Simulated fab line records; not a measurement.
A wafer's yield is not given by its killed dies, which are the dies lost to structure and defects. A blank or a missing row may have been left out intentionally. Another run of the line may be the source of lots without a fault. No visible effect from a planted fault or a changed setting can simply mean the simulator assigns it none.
Matching of chambers -- flow n5-finfet -- N5_BEOL_M6_ETCH_66 on rie-diel-04: 4 sister chambers
The step etches SOC in N2/H2, target depth 80 nm, overetch 16 nm, time 120 s. 4 wafers are shown with their chamber, then 12 later ones without.

## WAFERS, EACH WITH ITS CHAMBER
wafer,chamber,showerhead-plenum-p-Torr (Torr)
L090.2,1,2.61
L090.5,2,2.51
L092.4,0,2.69
L092.6,3,2.45

## WAFERS WITH NO CHAMBER GIVEN
wafer,showerhead-plenum-p-Torr (Torr)
L094.1,2.69
L094.2,2.45
L094.3,2.51
L095.3,2.45
L095.5,2.45
L095.6,2.51
L096.2,2.51
L096.3,2.61
L096.5,2.51
L097.2,2.50
L097.4,2.50
L097.5,2.61

## CHAMBER TAKEN BY EACH
wafer,from the rows above,in truth
L094.1,0,0
L094.2,3,3
L094.3,2,2
L095.3,3,3
L095.5,3,3
L095.6,2,2
L096.2,2,2
L096.3,1,1
L096.5,2,2
L097.2,2,2
L097.4,2,2
L097.5,1,1
Correct placement for 12 of the 12. Number that these rows cannot place: 0. Wrongly placed: 0.
How it was worked out, from the rows above alone: a wafer's distance from a chamber is the root of the sum, over the readings, of the square of ((its reading less the chamber's mean) divided by the reading's scatter). The wafer belongs to the nearest chamber; if the next one is less than 2 further off, it can't be placed. For every chamber, the mean is computed from those of its wafers that are shown. The scatter: with one shown wafer a chamber, the root of the mean of the squares of how far each hidden wafer lies from its nearest shown one.
